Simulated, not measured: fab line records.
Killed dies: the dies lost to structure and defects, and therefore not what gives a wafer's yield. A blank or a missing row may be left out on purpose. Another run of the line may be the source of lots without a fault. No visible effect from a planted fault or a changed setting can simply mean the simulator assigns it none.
Comparing a struck lot with a sound one | flow n5-finfet | 37 steps out of a route of 1938
Sound: wafers L401.3, L401.5, L401.6. Struck: wafer L396.4 (left out: L396.3, L396.6 of the same lot, which were not struck); the cause appears at the end.
Each step with rows lists, per side, the tool, then ch with its chambers, then its first start. Under that, the readings that differ: sound wafers | struck wafers | difference of the means | sigmas: that difference in standard deviations of wafers without a fault.
alike: same words and numbers on both sides, and readings whose means sit less than 2 such deviations apart. not compared: any withheld reading, any reading some wafer has no value for, any bound like >300 that may hide the same value, and any number with overlapping values for which the record gives no deviation.
Wherever a step has rows on one side only, a row that says differs or no value, or a row with sigmas, the two part there. Non-overlapping numbers with no deviation appear without sigmas and do not part them. Lack of a reading on every wafer of one side parts them only where that side has two or more wafers.

first, 8 steps without rows for these wafers: N5_MOL_CONTACT_COAG_SRD_139 (time 30 s); N5_MOL_CONTACT_COAG_PRE_CLEAN_121; N5_MOL_CONTACT_COAG_CVD_140 (deposits W, target thk 66.5 nm, time 215 s); N5_MOL_CONTACT_COAG_PRECLEAN_127 (cleans in DIW, time 57.5 s); N5_MOL_CONTACT_COAG_SRD_128 (dry time 32 s); N5_MOL_CONTACT_COAG_CMP_52 (polishes, stops on SiO2, t overpolish 1.5 s, target thk 66.5 nm); N5_MOL_CONTACT_COAG_ANNEAL_112 (time 1800 s); N5_BEOL_M0_SAQP_PECVD_00 (deposits SiCN from 3MS/NH3, target thk 8 nm, time 14 s).
N5_BEOL_M0_SAQP_ILD_DEP_01: deposits SiOC from DEMS/O2, target thk 45.419 nm, time 8.7 s.
  sound on pecvd-03 ch 0,1, day 9 01:43; struck on pecvd-04 ch 0, day 7 16:06
  reading                                           | sound        | struck | difference | sigmas
  model.SiOC_of_BEOL_M0_SAQP_ILD_DEP_01.thk-nm (nm) | 45 45.4 46.2 | 33     | -13        |
  alike: heater-power-w, showerhead-plenum-p-Torr, throttle-valve-pct
then, 25 steps without rows for these wafers: N5_BEOL_M0_SAQP_HM_DEP_02 (deposits TiN, target thk 12 nm); N5_BEOL_M0_SAQP_PECVD_03 (deposits SiCN from 3MS/NH3, target thk 12 nm, time 21.1 s); N5_BEOL_M0_SAQP_PECVD_96 (deposits a-Si from SiH4/He, target thk 45 nm, time 45.2 s); N5_BEOL_M0_SAQP_PECVD_97 (deposits SiNx from SiH4/NH3/N2, target thk 23 nm, time 19.9 s); N5_BEOL_M0_SAQP_PECVD_04 (deposits a-Si from SiH4/He, target thk 60 nm, time 60.2 s); N5_BEOL_M0_SAQP_HM_DEP_111 (deposits SiO2 from SiH4/N2O, target thk 12 nm, time 7.2 s); N5_BEOL_M0_SAQP_COAT_81 (time 60 s, resist thk 100 nm); N5_BEOL_M0_SAQP_COAT_82 (time 60 s, resist thk 30 nm); N5_BEOL_M0_SAQP_COAT_08 (resist thk 90 nm); N5_BEOL_M0_SAQP_EBR_10; N5_BEOL_M0_SAQP_SOFTBAKE_09 (time 60 s); N5_BEOL_M0_SAQP_EXPOSE_11 (exposes mask M0 CORE, target cd 42 nm); N5_BEOL_M0_SAQP_PEB_12 (peb time 60 s); N5_BEOL_M0_SAQP_DEVELOP_13 (develop time 30 s); N5_BEOL_M0_SAQP_DESCUM_19 (chemistry O2, time 7.9 s); N5_BEOL_M0_SAQP_ETCH_83 (etches SiARC in CF4, target depth 39 nm, time 65 s); N5_BEOL_M0_SAQP_ETCH_84 (etches SOC in N2/H2, target depth 100 nm, overetch 20 nm, time 150 s); N5_BEOL_M0_SAQP_STRIP_80 (strips in N2/H2); N5_BEOL_M0_SAQP_HM_OPEN_112 (chemistry CHF3/O2, target SiO2, stops on a-Si, target depth 12 nm, time 13.5 s); N5_BEOL_M0_SAQP_STRIP_113 (strips in CHF3/O2); N5_BEOL_M0_SAQP_MANDREL_ETCH_20 (etches a-Si in HBr/Cl2, stops on SiNx, target depth 60 nm, bt time 10 s, time 30 s); N5_BEOL_M0_SAQP_STRIP_86 (strips in N2/H2); N5_BEOL_M0_SAQP_STRIP_115 (strips in post etch residue remover, time 60 s); N5_BEOL_M0_SAQP_SRD_93 (time 30 s); N5_BEOL_M0_SAQP_RECESS_114 (chemistry HF/NH3, target SiO2, target depth 14.4 nm, afs cycles 3, sublimation time 60 s).
N5_BEOL_M0_CMP_120: polishes, stops on SiOC, t overpolish 6.9 s.
  sound on cmp-04 ch 0,2,3, day 9 14:32; struck on cmp-03 ch 1, day 8 02:15
  reading                                           | sound        | struck | difference | sigmas
  model.SiOC_of_BEOL_M0_SAQP_ILD_DEP_01.thk-nm (nm) | 38.8 39.2 40 | 27     | -12        |
  alike: barrier-field-endpoint-s, motor-current-A, overpolish-run-s, time-to-endpoint-s
N5_BEOL_M0_RS_MEAS_126: uses a four-point probe to measure.
  sound on film-metro-01 at day 9 14:59; struck on film-metro-01 at day 8 02:44
  reading        | sound             | struck | difference | sigmas
  M0_RS (ohm/sq) | 0.524 0.525 0.497 | 0.754  | +0.239     | +15
N5_BEOL_M4_RC_MEAS_101:
  sound on prober-02 ch 0, day 11 08:37; struck on prober-02 ch 0, day 9 18:05
  alike: DIBL_N, DIBL_P, IOFF_N, IOFF_P, ION_N, ION_P, SS_N, SS_P, VT_N, VT_P

WHERE THEY PART
N5_BEOL_M0_RS_MEAS_126 only, going by this record. Later steps at which nothing parts them and some readings are alike: N5_BEOL_M4_RC_MEAS_101.

WHY: what the simulator had put in
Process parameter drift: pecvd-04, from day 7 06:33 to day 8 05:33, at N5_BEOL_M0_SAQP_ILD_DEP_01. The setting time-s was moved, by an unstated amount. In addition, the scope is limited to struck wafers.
